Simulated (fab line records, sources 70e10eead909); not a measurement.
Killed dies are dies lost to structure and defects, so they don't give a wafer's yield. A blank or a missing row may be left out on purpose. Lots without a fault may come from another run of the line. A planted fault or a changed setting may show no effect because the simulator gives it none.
Chamber matching | flow nand_harc | NHARC_P_CONTACT_CMP_24 on cmp-01: 4 sister chambers
The step polishes, t overpolish 30 s, target thk 200 nm. 8 wafers are shown with their chamber, then 11 later ones without.

WAFERS WITH THEIR CHAMBER
wafer  | chamber | motor_current_A (A) | overpolish_run_s (s)
L083.6 | 3       | 13.2                | 30.002
L087.1 | 1       | 11.6                | 29.974
L087.2 | 2       | 12.6                | 30.000
L087.5 | 0       | 14.3                | 29.997
L090.1 | 1       | 11.1                | 30.005
L090.2 | 3       | 13.1                | 30.001
L090.5 | 0       | 14.1                | 30.000
L090.3 | 2       | 12.4                | 29.998

WAFERS WITHOUT THEIR CHAMBER
wafer  | motor_current_A (A) | overpolish_run_s (s)
L090.4 | 14.8                | 30.004
L090.6 | 13.4                | 30.005
L095.2 | 11.2                | 29.997
L095.3 | 12.8                | 29.992
L095.6 | 12.6                | 29.994
L096.1 | 11.8                | 29.984
L096.3 | 13.9                | 29.996
L096.4 | 12.6                | 29.996
L096.2 | 12.1                | 30.011
L096.5 | 14.2                | 29.997
L096.6 | 10.6                | 29.999

WHICH CHAMBER EACH WENT THROUGH
wafer  | from the rows above     | in truth
L090.4 | 0                       | 0
L090.6 | 3                       | 3
L095.2 | 1                       | 1
L095.3 | can't be placed: 2 or 3 | 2
L095.6 | 2                       | 2
L096.1 | can't be placed: 1 or 2 | 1
L096.3 | 0                       | 0
L096.4 | 2                       | 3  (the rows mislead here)
L096.2 | can't be placed: 2 or 1 | 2
L096.5 | 0                       | 0
L096.6 | 1                       | 1
Placed correctly: 7 of 11. Can't be placed from these rows: 3 (the true chamber is among the candidates in 3). Placed wrongly: 1.
How it was worked out, from the rows above alone: a wafer's distance from a chamber is the root of the sum, over the readings, of the square of ((its reading less the chamber's mean) divided by the reading's scatter). The wafer belongs to the nearest chamber; if the next one is less than 2 further off, it can't be placed. A chamber's mean is the mean of its shown wafers. The scatter: the root of (the sum of the squares of (reading less its chamber's mean) over the shown wafers, divided by (wafers less chambers)).
